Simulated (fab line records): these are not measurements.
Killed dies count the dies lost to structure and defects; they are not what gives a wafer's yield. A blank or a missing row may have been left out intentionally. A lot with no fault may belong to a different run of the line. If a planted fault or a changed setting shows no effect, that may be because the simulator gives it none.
Comparing a struck lot with a sound one || flow n5_finfet || 15 out of 1938 route steps
Sound: wafers L671.1, L671.3, L671.6. Struck: wafer L675.1; the same lot's L675.2 was not struck, so it is left out; see the end for the cause.
Per side, at each step with rows, come the tool, then ch with its chambers, and then its first start. Under that, the readings that differ: sound wafers || struck wafers || difference of the means || sigmas: that difference in standard deviations of wafers without a fault.
alike: readings whose means differ by less than 2 such deviations, and words and numbers that are the same on both sides. not compared: withheld readings, readings that some wafer has no value for, bounds like >300 that may hide the same value, and numbers for which the record gives no deviation and whose values overlap.
Wherever a step has rows on one side only, a row that says differs or no value, or a row with sigmas, the two part there. Numbers that have no deviation but don't overlap get no sigmas and don't part them. A reading that every wafer of one side lacks parts them only if that side has two wafers or more.

first, 3 steps without rows for these wafers: N5_HKMG_FIN_ALD_71 (deposits TiN, target thk 1 nm, pulse time 1 s, purge time 3 s); N5_HKMG_FIN_COAT_66 (time 60 s, resist thk 300 nm); N5_HKMG_FIN_ETCH_67 (etches SOC in N2/H2, stops on TiN, target depth 388.9 nm).
N5_HKMG_FIN_STRIP_90: strips SOC in N2/H2, time 20 s.
  sound on rie_diel-01 ch 0,1, day 5 02:25; struck on rie_diel-01 ch 1, day 6 01:43
  alike: drypump_motor_current_A, n2_flow_sccm, oes_product_au, rf_vpp_V, showerhead_plenum_p_Torr, throttle_valve_pct
  not compared: rf_hours_counter_h
then, 1 step without rows for these wafers: N5_HKMG_FIN_WET_ETCH_73 (etches the open film in SC1, time 42.3 s, target depth 1.3 nm, rinse time 30 s).
N5_HKMG_FIN_ETCHBACK_68: etches the open film in Cl2/Ar, stops on HfO2, target depth 0.5 nm.
  sound on rie_metal-03 ch 0,1, day 5 02:34; struck on rie_metal-01 ch 1, day 6 01:52
  alike: drypump_motor_current_A, oes_product_au, throttle_valve_pct
  not compared: rf_hours_counter_h
then, 1 step without rows for these wafers: N5_HKMG_FIN_STRIP_69 (strips in N2/H2, time 360 s).
N5_HKMG_FIN_ALD_21: deposits TiN, target thk 1.5 nm, pulse time 1 s, purge time 3 s.
  sound on ald_metal-04 ch 1,2,3, day 5 03:06; struck on ald_metal-04 ch 1, day 6 02:25
  alike: heater_power_w, precursor_pulse_height_rel
  not compared: since_wet_clean_h
N5_HKMG_FIN_ALD_72: deposits W, target thk 2 nm, pulse time 1 s, purge time 2 s.
  sound on cvd_w-02 ch 0,1, day 5 03:28; struck on cvd_w-01 ch 0, day 6 02:46
  alike: heater_power_w, precursor_pulse_height_rel
  not compared: since_wet_clean_h
then, 3 steps without rows for these wafers: N5_HKMG_FIN_W_FILL_22 (material W, target thk 60 nm, time 18.2 s); N5_HKMG_FIN_PRECLEAN_83 (cleans in DIW, time 57.5 s); N5_HKMG_FIN_SRD_84 (dry time 32 s).
N5_HKMG_FIN_CMP_23: polishes, stops on SiNx, t overpolish 10 s, target thk 46.326 nm.
  sound on cmp-01 ch 1,3, day 5 03:43; struck on cmp-03 ch 3, day 6 03:01
{"reading": "overpolish_run_s (s)", "sound": "10.015 9.992 10.004", "struck": 7.407, "difference": -2.597, "sigmas": "-99 or more"}
{"reading": "time_to_endpoint_s (s)", "sound": "10.9 12.1 11.6", "struck": 20.9, "difference": "+9.4", "sigmas": "+4"}
  alike: motor_current_A
N5_HKMG_FIN_CMP_94: polishes, stops on SiNx, t overpolish 4.7 s, target thk 43.299 nm.
  sound on cmp-01 ch 1,3, day 5 04:08; struck on cmp-03 ch 3, day 6 03:27
  alike: motor_current_A
-- here the record skips 4 days between the struck wafers' starts before and after, leaving off in module HKMG_FIN and picking up in module BEOL_M4 (first step shown: number 1111 of the route) --
N5_BEOL_M4_RC_MEAS_101:
  sound on prober-02 ch 0, day 9 02:58; struck on prober-02 ch 0, day 10 07:27
  alike: DIBL_N, DIBL_P, IOFF_N, IOFF_P, ION_N, ION_P, SS_N, SS_P, VT_N, VT_P

## WHERE THEY PART
At N5_HKMG_FIN_CMP_23 and nowhere else, as far as this record goes. Later steps at which nothing parts them and some readings are alike: N5_HKMG_FIN_CMP_94, N5_BEOL_M4_RC_MEAS_101.

WHY: whatever the simulator had introduced
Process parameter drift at N5_HKMG_FIN_CMP_23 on cmp-03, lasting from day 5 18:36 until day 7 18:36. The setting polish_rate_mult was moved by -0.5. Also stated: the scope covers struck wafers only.
